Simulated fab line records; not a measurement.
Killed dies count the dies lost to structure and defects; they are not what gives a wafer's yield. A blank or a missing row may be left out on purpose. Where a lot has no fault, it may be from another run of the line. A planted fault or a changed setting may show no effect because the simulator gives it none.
fab line records	flow nandHarc
record lots=24	wafers=72	lastDay=33
route steps=1302 shown P_BONDPAD@370 A_ZERO_WELL@401 A_ONON_D1@449 A_CHANNEL_HOLE_D1@468 A_DECK1_JOINT@518
lots that met no fault: taken from a fault-free run of the same line
startH: the number of hours between the record's first day and the start of the first shown wafer of the lot	waitH: how many hours have passed since the lot's step before this one	" repeats the value in the row above	L1.1+2: a single row standing in for several wafers	- either no value or no given start	* or withheld: withheld	< > ~ a bound
route shown NAME@n: names a module that has steps shown in the file, with the first one's number in the route	usual: the fault-free wafers' mean and standard deviation	same: alike in all rows	chamber/n: place in a boat	sites: each site's reading	_std_site: standard deviation across them	_edge_site: inner sites' mean taken away from outer sites' mean	radiusMm: how far each site lies from the wafer's centre	mask NAME#n: copy n	behind: the last tool/chamber to shape the wafer	hold: the reason the lot was held/the length of the hold in hours/how it ended	device: the n, p or np transistor that did not switch	end of line: the tests these same wafers got at the end of their route	step lacking rows: just its recipe	killed: count of dies lost to structure and defects at first sort (not the wafer's yield)	map: shows each die of a wafer: x if killed, . if not, _ if none is there
set.NAME: the setting that was run; set.NAME@STEP: the one run at that earlier step	model.NAME: the simulator's own value behind a step, which no gauge read
one table for each step of the route and one row for each wafer, over a sample of lots
services: a tool's chamber out of use, with start hour (startH, from the record's first day; less than 0 if before it), hours out, and reason
## steps
# step NHARC_P_BONDPAD_CD_MEAS_13
# usual cdNm=498.4/2
lot.wafer	tool	chamber	startH	waitH	cdNm
L075.1	cdSem-01	-	137.48	-	498.0
L075.4	"	-	"	"	497.5
L075.5	"	-	"	"	497.1
L074.1	cdSem-02	-	138.75	-	500.0
L074.3	"	-	"	"	495.0
L074.6	"	-	"	"	496.1
L076.1	cdSem-01	-	151.95	-	499.5
L076.4	"	-	"	"	496.8
L076.5	"	-	"	"	497.2
L077.3	cdSem-02	-	163.78	-	498.7
L077.4	"	-	"	"	495.6
L077.6	"	-	"	"	496.7
L078.2	cdSem-01	-	171.38	-	500.4
L078.3	"	-	"	"	501.4
L078.5	"	-	"	"	499.1
L079.1	cdSem-02	-	184.43	-	498.7
L079.3	"	-	"	"	500.5
L079.6	"	-	"	"	497.9
L080.1	cdSem-02	-	194.56	-	500.1
L080.4	"	-	"	"	499.4
L080.6	"	-	"	"	499.7
L081.2	cdSem-03	-	206.03	-	495.9
L081.4	"	-	"	"	499.2
L081.6	"	-	"	"	494.3
L082.3	cdSem-01	-	220.82	-	497.7
L082.4	"	-	"	"	497.7
L082.6	"	-	"	"	497.6
L083.1	cdSem-01	-	229.03	-	502.8
L083.3	"	-	"	"	496.3
L083.5	"	-	"	"	498.9
L084.2	cdSem-02	-	239.18	-	499.9
L084.4	"	-	"	"	494.6
L084.5	"	-	"	"	497.9
L085.1	cdSem-03	-	248.70	-	499.4
L085.2	"	-	"	"	495.3
L085.3	"	-	"	"	499.8
L086.2	cdSem-03	-	250.39	-	496.6
L086.3	"	-	"	"	497.2
L086.6	"	-	"	"	499.2
L087.3	cdSem-02	-	281.88	-	496.9
L087.4	"	-	"	"	498.4
L087.6	"	-	"	"	501.4
L089.1	cdSem-01	-	282.64	-	498.7
L089.4	"	-	"	"	497.8
L089.6	"	-	"	"	497.5
L088.1	cdSem-02	-	285.02	-	501.7
L088.4	"	-	"	"	502.1
L088.5	"	-	"	"	501.1
L090.1	cdSem-01	-	296.79	-	499.7
L090.5	"	-	"	"	503.0
L090.6	"	-	"	"	498.6
L091.2	cdSem-01	-	300.26	-	501.1
L091.3	"	-	"	"	501.0
L091.6	"	-	"	"	500.0
L092.4	cdSem-01	-	318.77	-	499.2
L092.5	"	-	"	"	495.0
L092.6	"	-	"	"	499.9
L093.3	cdSem-02	-	322.92	-	498.1
L093.4	"	-	"	"	499.6
L093.6	"	-	"	"	501.0
L094.1	cdSem-03	-	334.46	-	498.0
L094.2	"	-	"	"	498.6
L094.4	"	-	"	"	499.0
L095.2	cdSem-01	-	342.80	-	496.1
L095.3	"	-	"	"	497.5
L095.6	"	-	"	"	498.3
L096.2	cdSem-02	-	356.79	-	497.3
L096.4	"	-	"	"	496.5
L096.5	"	-	"	"	500.0
L097.2	cdSem-03	-	359.86	-	500.7
L097.4	"	-	"	"	493.0
L097.5	"	-	"	"	499.1
# step NHARC_A_ZERO_WELL_CD_MEAS_10
# recipe targetCdNm=2000	landingEnergyEv=500
# usual cdNm=1999.5/2
lot.wafer	tool	chamber	startH	waitH	cdNm
L075.1	cdSem-02	0	140.89	-	1996.9
L075.4	"	0	"	"	1999.1
L075.5	"	0	"	"	1996.5
L074.1	cdSem-01	0	142.32	-	2000.6
L074.3	"	0	"	"	2002.0
L074.6	"	0	"	"	2000.4
L076.1	cdSem-03	0	155.39	-	1997.3
L076.4	"	0	"	"	1999.5
L076.5	"	0	"	"	2000.3
L077.3	cdSem-03	0	167.20	-	2000.4
L077.4	"	0	"	"	2002.1
L077.6	"	0	"	"	2002.4
L078.2	cdSem-01	0	174.92	-	2002.5
L078.3	"	0	"	"	2001.2
L078.5	"	0	"	"	2004.1
L079.1	cdSem-02	0	188.18	-	1999.2
L079.3	"	0	"	"	1998.3
L079.6	"	0	"	"	1999.6
L080.1	cdSem-01	0	198.18	-	1998.3
L080.4	"	0	"	"	2002.5
L080.6	"	0	"	"	1999.6
L081.2	cdSem-02	0	209.64	-	1999.7
L081.4	"	0	"	"	2001.4
L081.6	"	0	"	"	1998.3
L082.3	cdSem-01	0	224.26	-	2000.9
L082.4	"	0	"	"	1997.5
L082.6	"	0	"	"	1998.8
L083.1	cdSem-03	0	232.62	-	2000.7
L083.3	"	0	"	"	1999.0
L083.5	"	0	"	"	1997.9
L084.2	cdSem-02	0	242.82	-	1998.2
L084.4	"	0	"	"	2002.8
L084.5	"	0	"	"	2000.2
L085.1	cdSem-01	0	252.13	-	1999.1
L085.2	"	0	"	"	1995.3
L085.3	"	0	"	"	1996.5
L086.2	cdSem-03	0	253.83	-	1995.7
L086.3	"	0	"	"	1998.6
L086.6	"	0	"	"	1997.3
L087.3	cdSem-02	0	285.42	-	1997.5
L087.4	"	0	"	"	1998.0
L087.6	"	0	"	"	1998.2
L089.1	cdSem-01	0	286.19	-	1999.4
L089.4	"	0	"	"	2002.9
L089.6	"	0	"	"	2002.5
L088.1	cdSem-01	0	288.55	-	2000.5
L088.4	"	0	"	"	1999.0
L088.5	"	0	"	"	1998.4
L090.1	cdSem-02	0	300.28	-	2000.8
L090.5	"	0	"	"	1998.3
L090.6	"	0	"	"	1997.9
L091.2	cdSem-01	0	303.88	-	1997.7
L091.3	"	0	"	"	1996.7
L091.6	"	0	"	"	1999.4
L092.4	cdSem-01	0	322.22	-	2003.9
L092.5	"	0	"	"	2003.3
L092.6	"	0	"	"	2001.8
L093.3	cdSem-02	0	326.41	-	1998.7
L093.4	"	0	"	"	1996.7
L093.6	"	0	"	"	1997.0
L094.1	cdSem-03	0	337.94	-	1999.0
L094.2	"	0	"	"	1996.9
L094.4	"	0	"	"	1998.5
L095.2	cdSem-01	0	346.71	-	1997.6
L095.3	"	0	"	"	1999.8
L095.6	"	0	"	"	1998.3
L096.2	cdSem-02	0	360.59	-	2000.4
L096.4	"	0	"	"	2001.4
L096.5	"	0	"	"	1998.3
L097.2	cdSem-02	0	363.31	-	1999.5
L097.4	"	0	"	"	1999.5
L097.5	"	0	"	"	2000.4
# step NHARC_A_ONON_D1_INSPECT_32
# usual rawDefectCount=73/25
lot.wafer	tool	chamber	startH	waitH	rawDefectCount
L074.1	defectInspect-01	-	178.88	0.0	59
L074.3	"	-	"	"	63
L074.6	"	-	"	"	82
L075.1	defectInspect-02	-	178.89	0.0	56
L075.4	"	-	"	"	66
L075.5	"	-	"	"	50
L076.1	defectInspect-02	-	196.49	0.0	112
L076.4	"	-	"	"	77
L076.5	"	-	"	"	62
L077.3	defectInspect-02	-	202.39	0.0	97
L077.4	"	-	"	"	123
L077.6	"	-	"	"	103
L078.2	defectInspect-02	-	210.13	0.0	62
L078.3	"	-	"	"	80
L078.5	"	-	"	"	77
L079.1	defectInspect-01	-	224.74	0.0	72
L079.3	"	-	"	"	109
L079.6	"	-	"	"	99
L080.1	defectInspect-01	-	236.89	0.0	28
L080.4	"	-	"	"	99
L080.6	"	-	"	"	87
L081.2	defectInspect-02	-	245.62	0.0	63
L081.4	"	-	"	"	46
L081.6	"	-	"	"	71
L082.3	defectInspect-01	-	260.73	0.0	94
L082.4	"	-	"	"	71
L082.6	"	-	"	"	104
L083.1	defectInspect-02	-	268.83	0.0	78
L083.3	"	-	"	"	63
L083.5	"	-	"	"	78
L084.2	defectInspect-01	-	278.83	0.0	96
L084.4	"	-	"	"	49
L084.5	"	-	"	"	96
L086.2	defectInspect-01	-	288.54	0.0	54
L086.3	"	-	"	"	66
L086.6	"	-	"	"	55
L085.1	defectInspect-02	-	288.55	0.0	45
L085.2	"	-	"	"	78
L085.3	"	-	"	"	77
L089.1	defectInspect-02	-	322.80	0.0	84
L089.4	"	-	"	"	122
L089.6	"	-	"	"	92
L087.3	defectInspect-01	-	323.05	0.0	41
L087.4	"	-	"	"	57
L087.6	"	-	"	"	103
L088.1	defectInspect-01	-	323.20	0.0	75
L088.4	"	-	"	"	48
L088.5	"	-	"	"	72
L091.2	defectInspect-01	-	342.93	0.0	53
L091.3	"	-	"	"	56
L091.6	"	-	"	"	53
L090.1	defectInspect-01	-	342.98	0.0	59
L090.5	"	-	"	"	64
L090.6	"	-	"	"	58
L092.4	defectInspect-01	-	357.44	0.0	50
L092.5	"	-	"	"	39
L092.6	"	-	"	"	69
L093.3	defectInspect-02	-	361.20	0.0	58
L093.4	"	-	"	"	68
L093.6	"	-	"	"	87
L094.1	defectInspect-02	-	372.97	0.0	48
L094.2	"	-	"	"	36
L094.4	"	-	"	"	58
L095.2	defectInspect-02	-	381.49	0.0	62
L095.3	"	-	"	"	93
L095.6	"	-	"	"	43
L096.2	defectInspect-02	-	396.68	0.0	77
L096.4	"	-	"	"	63
L096.5	"	-	"	"	58
L097.2	defectInspect-01	-	396.83	0.0	173
L097.4	"	-	"	"	124
L097.5	"	-	"	"	108
# step NHARC_A_CHANNEL_HOLE_D1_ETCH_34
# recipe targetDepthA=1540	timeS=77	cf4FlowSccm=100	chf3FlowSccm=30	arFlowSccm=0	rfW=500	biasW=200	chemistry=CF4/CHF3
# usual drypumpMotorCurrentA=5.63/0.28	oesProductAu=0.944/0.023	rfFwdPowerW=495.7/1.8	rfVppV=372.2/1.8	showerheadPlenumPTorr=1.62/0.05	throttleValvePct=16.802/0.0096
lot.wafer	tool	chamber	startH	waitH	drypumpMotorCurrentA	oesProductAu	rfFwdPowerW	rfHoursCounterH	rfVppV	showerheadPlenumPTorr	throttleValvePct
L074.1	rieDiel-09	3	-	-	4.98	0.974	497.8	14	369.3	1.53	16.800
L074.3	"	0	"	"	6.24	0.958	496.6	14	375.3	1.70	16.798
L074.6	"	2	"	"	6.33	1.001	496.9	-	373.8	1.65	16.817
L075.1	rieDiel-11	1	-	-	5.56	0.931	493.6	7	374.3	1.68	16.799
L075.5	"	2	"	"	5.33	0.936	497.7	-	371.1	1.59	16.806
L075.4	"	1	"	"	5.57	0.928	496.4	-	374.0	1.68	16.793
L076.4	rieDiel-11	0	-	-	5.65	0.926	493.4	8	371.6	1.58	16.819
L076.1	"	2	"	"	5.33	0.929	496.5	8	372.7	1.59	16.812
L076.5	"	0	"	"	5.65	0.927	494.2	-	369.2	1.58	16.798
L077.3	rieDiel-13	1	-	-	5.93	0.983	498.4	8	372.2	1.63	16.795
L077.4	"	2	"	"	5.81	0.965	495.5	8	369.6	1.53	16.797
L077.6	"	1	"	"	5.95	0.981	494.9	-	371.2	1.63	16.790
L078.2	rieDiel-09	2	-	-	6.35	0.981	497.2	18	373.1	1.65	16.808
L078.3	"	3	"	"	4.97	0.982	497.4	20	369.9	1.53	16.798
L078.5	"	0	"	"	6.21	0.976	500.6	-	373.5	1.69	16.794
L079.1	rieDiel-11	2	-	-	5.34	0.944	496.7	9	371.1	1.59	16.796
L079.3	"	0	"	"	5.67	0.926	492.8	10	370.4	1.58	16.821
L079.6	"	2	"	"	5.34	0.951	497.2	-	370.4	1.59	16.795
L080.1	rieDiel-11	0	-	-	5.67	0.929	494.7	13	368.8	1.58	16.810
L080.6	"	1	"	"	5.57	0.933	492.8	-	374.0	1.68	16.813
L080.4	"	0	"	"	5.67	0.931	495.9	-	369.6	1.58	16.803
L081.4	rieDiel-11	2	-	-	5.34	0.932	495.2	14	371.5	1.59	16.807
L081.2	"	0	"	"	5.69	0.922	495.7	14	371.5	1.58	16.810
L081.6	"	3	"	"	5.76	0.908	498.8	-	373.5	1.68	16.804
L082.3	rieDiel-09	2	-	-	6.33	0.941	496.4	37	374.3	1.65	16.811
L082.4	"	3	"	"	5.01	0.943	498.3	-	366.3	1.52	16.813
L082.6	"	1	"	"	5.47	0.946	493.9	-	371.6	1.60	16.795
L083.3	rieDiel-11	2	-	-	5.36	0.971	499.4	1	371.7	1.59	16.801
L083.1	"	1	"	"	5.56	0.962	494.4	1	373.9	1.68	16.809
L083.5	"	2	"	"	5.37	0.982	497.4	-	371.8	1.59	16.810
L084.2	rieDiel-11	0	-	-	5.66	0.949	492.8	1	370.1	1.58	16.802
L084.4	"	2	"	"	5.34	0.967	498.4	1	370.7	1.59	16.807
L084.5	"	0	"	"	5.65	0.954	495.5	-	369.8	1.58	16.796
L086.2	rieDiel-13	0	-	-	5.86	0.988	494.0	36	372.0	1.63	16.796
L086.3	"	1	"	"	5.92	0.966	494.4	38	371.2	1.62	16.805
L086.6	"	0	"	"	5.85	0.979	492.0	-	374.2	1.63	16.797
L085.3	rieDiel-11	0	-	-	5.66	0.953	494.3	2	370.8	1.58	16.801
L085.2	"	1	"	"	5.55	0.954	491.1	3	375.9	1.68	16.809
L085.1	"	2	"	"	5.33	0.959	495.6	2	371.2	1.59	16.802
L089.4	rieDiel-11	0	-	-	5.67	0.975	495.3	5	370.7	1.58	16.793
L089.1	"	1	"	"	5.55	0.978	493.1	5	373.5	1.68	16.816
L089.6	"	2	"	"	5.32	0.957	496.1	-	371.1	1.59	16.806
L087.4	rieDiel-11	3	-	-	5.80	0.945	496.3	5	375.0	1.68	16.791
L087.3	"	0	"	"	5.66	0.963	494.8	5	370.9	1.58	16.807
L087.6	"	2	"	"	5.35	0.932	497.4	-	370.1	1.59	16.816
L088.1	rieDiel-13	3	-	-	5.92	0.939	496.5	45	370.5	1.59	16.807
L088.4	"	0	"	"	5.87	0.929	496.0	46	372.1	1.63	16.809
L088.5	"	2	"	"	5.77	0.925	496.7	-	368.4	1.53	16.795
L091.3	rieDiel-11	1	-	-	5.56	0.932	493.8	8	372.6	1.68	16.806
L091.2	"	2	"	"	5.34	0.916	496.4	8	371.5	1.59	16.780
L091.6	"	0	"	"	5.65	0.917	494.7	-	371.5	1.58	16.803
L090.1	rieDiel-11	2	-	-	5.35	0.922	497.2	9	372.4	1.59	16.793
L090.6	"	1	"	"	5.54	0.933	494.9	-	374.6	1.68	16.791
L090.5	"	2	"	"	5.29	0.924	495.6	-	370.4	1.59	16.800
L092.4	rieDiel-11	3	-	-	5.81	0.905	495.5	8	375.5	1.68	16.786
L092.5	"	1	"	"	5.57	0.935	492.9	-	375.7	1.68	16.803
L092.6	"	2	"	"	5.34	0.922	495.9	-	370.7	1.59	16.816
L093.3	rieDiel-11	2	-	-	5.31	0.929	498.1	11	371.0	1.59	16.803
L093.4	"	3	"	"	5.79	0.917	496.3	8	375.0	1.68	16.816
L093.6	"	2	"	"	5.35	0.924	496.2	-	371.3	1.59	16.801
L094.2	rieDiel-11	0	-	-	5.65	0.960	495.4	11	369.1	1.58	16.781
L094.1	"	2	"	"	5.34	0.981	497.2	12	371.7	1.59	16.800
L094.4	"	3	"	"	5.79	0.941	497.7	-	373.9	1.68	16.802
L095.3	rieDiel-11	0	-	-	5.65	0.919	494.1	12	371.1	1.58	16.790
L095.2	"	2	"	"	5.32	0.920	496.1	13	370.3	1.59	16.789
L095.6	"	3	"	"	5.78	0.908	495.5	-	373.1	1.68	16.809
L096.4	rieDiel-11	3	-	-	5.82	0.911	495.8	11	373.4	1.68	16.790
L096.2	"	1	"	"	5.58	0.936	493.9	12	373.8	1.68	16.808
L096.5	"	2	"	"	5.35	0.931	496.6	-	370.5	1.59	16.787
L097.2	rieDiel-11	0	-	-	5.67	0.931	495.6	14	371.1	1.57	16.816
L097.4	"	2	"	"	5.33	0.928	496.8	14	370.8	1.59	16.806
L097.5	"	0	"	"	5.65	0.923	494.7	-	370.7	1.58	16.814
# step NHARC_A_CHANNEL_HOLE_D1_ETCH_26
# recipe biasV=300	sourceW=2000	pressureMtorr=30	timeS=224.1	arFlowSccm=375	c4f8FlowSccm=11.4	o2FlowSccm=113.6	tempC=-20	targetDepthA=3000	chemistry=C4F8/O2/Ar
# usual drypumpMotorCurrentA=5.6/0.55	rfFwdPowerW=1997.8/2.3	showerheadPlenumPTorr=3.66/0.13	throttleValvePct=24.585/0.0096
lot.wafer	tool	chamber	startH	waitH	drypumpMotorCurrentA	rfFwdPowerW	rfHoursCounterH	showerheadPlenumPTorr	throttleValvePct
L074.1	harEtch-02	0	189.80	0.7	6.1	-	306	3.47	24.588
L074.3	"	1	"	"	6.0	-	-	3.74	24.603
L074.6	"	0	"	"	6.1	-	-	3.47	24.584
L075.1	harEtch-01	0	192.84	0.7	4.7	-	91	3.78	24.577
L075.4	"	1	"	"	5.7	-	-	3.63	24.587
L075.5	"	1	"	"	5.7	-	-	3.63	24.594
L076.1	harEtch-01	0	205.88	0.6	4.7	-	99	3.78	24.576
L076.4	"	0	"	"	4.7	-	-	3.78	24.592
L076.5	"	1	"	"	5.7	-	-	3.62	24.587
L077.3	harEtch-01	0	211.04	0.5	4.7	-	-	3.78	24.567
L077.4	"	1	"	"	5.7	-	-	3.62	24.607
L077.6	"	0	"	"	4.7	-	-	3.78	24.586
L078.2	harEtch-01	1	218.06	0.7	5.7	-	107	3.62	24.590
L078.3	"	1	"	"	5.7	-	-	3.62	24.595
L078.5	"	0	"	"	4.7	-	-	3.77	24.570
L079.1	harEtch-02	1	232.81	0.6	6.0	-	329	3.73	24.591
L079.3	"	0	"	"	6.1	-	-	3.46	24.582
L079.6	"	0	"	"	6.1	-	-	3.46	24.583
L080.1	harEtch-02	1	244.99	0.7	6.1	-	333	3.73	24.575
L080.4	"	1	"	"	6.0	-	-	3.73	24.581
L080.6	"	1	"	"	6.0	-	-	3.73	24.591
L081.2	harEtch-02	0	260.55	0.7	6.1	-	347	3.45	24.570
L081.4	"	0	"	"	6.1	-	-	3.45	24.583
L081.6	"	0	"	"	6.1	-	-	3.45	24.562
L082.4	harEtch-02	1	270.18	0.5	6.0	-	-	3.72	24.592
L082.3	"	0	"	"	6.1	-	-	3.45	24.588
L082.6	"	1	"	"	6.0	-	-	3.72	24.585
L083.1	harEtch-01	1	286.28	0.7	5.7	-	134	3.61	24.585
L083.3	"	1	"	"	5.7	-	-	3.61	24.595
L083.5	"	1	"	"	5.7	-	-	3.61	24.589
L084.2	harEtch-02	1	287.90	0.6	6.0	-	367	3.71	24.583
L084.4	"	0	"	"	6.1	-	-	3.44	24.576
L084.5	"	0	"	"	6.1	-	-	3.44	24.596
L086.2	harEtch-01	0	299.61	0.6	4.7	-	145	3.75	24.576
L086.3	"	0	"	"	4.7	-	-	3.75	24.579
L086.6	"	0	"	"	4.7	-	-	3.75	24.581
L085.1	harEtch-02	0	300.87	0.7	6.1	-	378	3.43	24.586
L085.2	"	1	"	"	6.0	-	378	3.70	24.589
L085.3	"	1	"	"	6.0	-	-	3.70	24.591
L089.1	harEtch-01	1	330.55	0.6	5.6	-	157	3.59	24.586
L089.4	"	1	"	"	5.7	-	-	3.59	24.573
L089.6	"	0	"	"	4.7	-	-	3.75	24.571
L087.3	harEtch-02	0	331.30	0.5	6.1	-	-	3.43	24.600
L087.4	"	1	"	"	6.0	-	-	3.69	24.565
L087.6	"	1	"	"	6.0	-	-	3.69	24.586
L088.1	harEtch-01	1	334.68	0.7	5.7	-	161	3.59	24.584
L088.4	"	0	"	"	4.7	-	-	3.74	24.584
L088.5	"	0	"	"	4.7	-	-	3.74	24.580
L091.2	harEtch-01	1	351.10	0.6	5.7	-	172	3.58	24.580
L091.3	"	0	"	"	4.7	-	-	3.74	24.593
L091.6	"	1	"	"	5.7	-	-	3.58	24.584
L090.1	harEtch-02	1	357.72	1.5	6.1	2000.1	412	3.68	24.557
L090.5	"	1	"	"	6.0	1995.1	-	3.68	24.599
L090.6	"	1	"	"	6.0	1998.2	-	3.68	24.601
L092.4	harEtch-01	1	365.38	0.4	5.7	-	-	3.58	24.583
L092.6	"	0	"	"	4.7	-	-	3.73	24.582
L092.5	"	1	"	"	5.7	-	-	3.58	24.581
L093.3	harEtch-02	1	369.02	0.5	6.0	-	-	3.68	24.591
L093.4	"	0	"	"	6.1	-	-	3.99	24.573
L093.6	"	1	"	"	6.0	-	-	3.68	24.591
L094.2	harEtch-01	1	386.79	0.7	5.7	-	191	3.57	24.589
L094.1	"	0	"	"	4.7	-	191	3.73	24.595
L094.4	"	0	"	"	4.7	-	-	3.73	24.597
L095.2	harEtch-01	1	398.95	0.7	5.7	-	203	3.57	24.591
L095.3	"	0	"	"	4.7	-	-	3.72	24.601
L095.6	"	0	"	"	4.7	-	-	3.72	24.588
L096.2	harEtch-02	0	407.24	0.7	6.1	-	8	3.98	24.592
L096.4	"	0	"	"	6.1	-	-	3.98	24.592
L096.5	"	1	"	"	6.0	-	-	3.67	24.575
L097.2	harEtch-01	0	407.42	0.6	4.7	-	210	3.71	24.573
L097.4	"	0	"	"	4.7	-	-	3.71	24.587
L097.5	"	0	"	"	4.7	-	-	3.71	24.582
# step NHARC_A_DECK1_JOINT_ETCHBACK_07
# recipe targetDepthA=1050	timeS=26.9	hbrFlowSccm=150	rfW=350	icpW=350	biasW=60	chemistry=HBr
# usual drypumpMotorCurrentA=5.64/0.3	oesProductAu=1.001/0.0082	rfFwdPowerW=344.7/1.9	throttleValvePct=23.266/0.0089
lot.wafer	tool	chamber	startH	waitH	drypumpMotorCurrentA	oesProductAu	rfFwdPowerW	rfHoursCounterH	throttleValvePct
L075.1	rieSi-04	3	242.93	0.1	5.55	0.996	342.0	0.4	23.258
L075.4	"	0	"	"	5.90	0.987	344.9	0.4	23.268
L075.5	"	3	"	"	5.56	1.009	344.4	-	23.262
L074.1	rieSi-06	2	242.94	0.1	5.38	0.988	343.6	1.1	23.270
L074.3	"	3	"	"	5.80	1.001	344.8	1.1	23.265
L074.6	"	1	"	"	5.95	0.997	344.7	-	23.267
L076.4	rieSi-04	0	256.26	0.1	5.90	0.997	345.9	0.6	23.260
L076.1	"	1	"	"	5.66	1.002	344.8	0.5	23.264
L076.5	"	0	"	"	5.88	0.993	345.9	-	23.276
L077.4	rieSi-06	1	263.10	0.1	5.94	1.011	345.3	0	23.275
L077.3	"	3	"	"	5.83	1.009	344.9	0	23.258
L077.6	"	1	"	"	5.96	1.007	345.1	-	23.258
L078.2	rieSi-06	1	270.05	0.1	5.96	0.997	346.0	0.0	23.243
L078.3	"	2	"	"	5.40	0.990	344.0	0.0	23.250
L078.5	"	3	"	"	5.81	0.996	346.8	-	23.260
L079.1	rieSi-05	1	282.78	0.1	4.98	0.990	347.1	0.9	23.267
L079.3	"	2	"	"	5.81	0.990	346.1	0.8	23.246
L079.6	"	1	"	"	4.96	0.996	346.2	-	23.258
L080.1	rieSi-06	1	298.65	0.1	5.97	1.003	346.2	0.2	23.262
L080.4	"	2	"	"	5.38	0.998	343.5	0.2	23.271
L080.6	"	1	"	"	5.96	0.995	344.5	-	23.268
L081.4	rieSi-06	3	311.29	0.1	5.80	0.996	346.3	0.3	23.273
L081.2	"	0	"	"	5.36	1.001	343.6	0.3	23.264
L081.6	"	2	"	"	5.39	0.996	343.1	-	23.268
L082.4	rieSi-05	1	328.91	0.1	4.96	1.010	343.9	0.1	23.271
L082.3	"	3	"	"	6.24	0.996	344.3	0.1	23.279
L082.6	"	1	"	"	4.98	1.006	346.1	-	23.263
L084.2	rieSi-05	3	339.48	0.1	6.25	0.998	345.6	0.1	23.266
L084.4	"	0	"	"	5.39	1.001	341.6	0.1	23.268
L084.5	"	3	"	"	6.20	1.001	346.0	-	23.260
L083.3	rieSi-04	1	339.48	0.1	5.67	0.998	344.7	1.1	23.266
L083.1	"	2	"	"	5.45	0.983	345.9	1.1	23.252
L083.5	"	0	"	"	5.90	0.997	344.2	-	23.261
L085.1	rieSi-05	2	355.16	0.1	5.82	0.999	347.6	0.2	23.267
L085.3	"	3	"	"	6.19	1.001	344.9	0.2	23.264
L085.2	"	0	"	"	5.40	1.005	341.9	0.2	23.261
L086.3	rieSi-04	1	355.18	0.1	5.61	1.006	343.3	0.0	23.271
L086.2	"	3	"	"	5.54	0.998	344.7	0.0	23.262
L086.6	"	0	"	"	5.88	1.010	344.1	-	23.271
L087.4	rieSi-04	1	383.58	0.1	5.59	1.008	343.9	0.2	23.254
L087.3	"	3	"	"	5.57	0.985	343.3	0.2	23.269
L087.6	"	0	"	"	5.87	1.006	345.7	-	23.279
L089.1	rieSi-06	0	383.59	0.1	5.34	1.003	340.9	0.8	23.269
L089.4	"	1	"	"	5.96	0.999	345.4	0.8	23.264
L089.6	"	2	"	"	5.38	1.004	344.1	-	23.250
L088.4	rieSi-04	1	390.60	0.1	5.67	1.014	344.5	0.3	23.270
L088.1	"	2	"	"	5.42	0.983	348.4	0.2	23.262
L088.5	"	2	"	"	5.44	0.985	348.4	-	23.255
L091.3	rieSi-04	3	403.69	0.1	5.56	1.004	343.8	0.2	23.282
L091.2	"	2	"	"	5.47	0.983	344.7	0.2	23.255
L091.6	"	3	"	"	5.53	0.989	345.9	-	23.279
L090.1	rieSi-04	2	411.37	0.1	5.44	1.002	346.4	0.3	23.280
L090.6	"	3	"	"	5.53	1.005	342.5	-	23.258
L090.5	"	0	"	"	5.87	1.008	347.5	-	23.276
L093.3	rieSi-05	3	417.17	0.1	6.23	1.005	344.9	0.6	23.258
L093.4	"	1	"	"	4.98	1.005	345.2	0.8	23.263
L093.6	"	3	"	"	6.17	1.016	345.7	-	23.265
L092.4	rieSi-06	3	417.21	0.1	5.81	1.014	343.3	1.0	23.288
L092.6	"	0	"	"	5.33	1.008	341.2	-	23.277
L092.5	"	1	"	"	5.97	1.004	343.8	-	23.276
L094.4	rieSi-04	3	440.01	0.1	5.53	0.990	343.8	0.5	23.268
L094.1	"	0	"	"	5.86	0.997	345.4	0.6	23.240
L094.2	"	2	"	"	5.41	0.985	346.8	0.4	23.260
L095.3	rieSi-04	0	449.00	0.1	5.92	0.999	345.8	0.7	23.266
L095.2	"	2	"	"	5.45	0.981	347.8	0.5	23.267
L095.6	"	3	"	"	5.55	0.996	345.2	-	23.270
L096.4	rieSi-05	1	457.68	0.1	4.96	1.010	344.4	1.0	23.278
L096.2	"	3	"	"	6.22	1.014	347.7	0.9	23.284
L096.5	"	1	"	"	4.96	1.014	344.6	-	23.268
L097.4	rieSi-06	1	457.69	0.1	5.95	1.006	345.4	0.1	23.260
L097.2	"	2	"	"	5.39	0.993	345.0	0.1	23.268
L097.5	"	1	"	"	5.95	1.008	345.2	-	23.283
## services
tool	chamber	startH	hours	kind
rieDiel-13	-	165.00	9.0	pm
rieSi-04	-	165.00	9.0	pm
rieDiel-11	0	181.97	2.7	repair
harEtch-02	-	196.15	4.4	repair
rieDiel-11	1	204.07	6.1	repair
rieSi-05	2	216.86	10.0	repair
rieDiel-11	3	225.47	24.4	repair
rieSi-05	3	231.95	1.9	repair
harEtch-01	-	237.77	15.6	repair
rieSi-06	-	249.00	9.0	pm
rieDiel-11	-	255.50	9.0	pm
rieSi-06	2	291.61	2.1	repair
rieSi-05	-	305.00	9.0	pm
rieDiel-11	3	340.13	7.4	repair
rieSi-04	-	342.00	9.0	pm
rieSi-05	-	348.86	0.8	repair
harEtch-02	-	378.55	17.0	pm
rieSi-05	0	381.36	11.0	repair
rieDiel-11	1	382.09	11.8	repair
rieSi-06	3	407.43	8.7	repair
rieDiel-11	0	414.90	7.7	repair
rieSi-06	-	426.00	9.0	pm
rieDiel-11	-	432.50	9.0	pm
rieSi-06	0	440.37	4.5	repair
## key
fault none
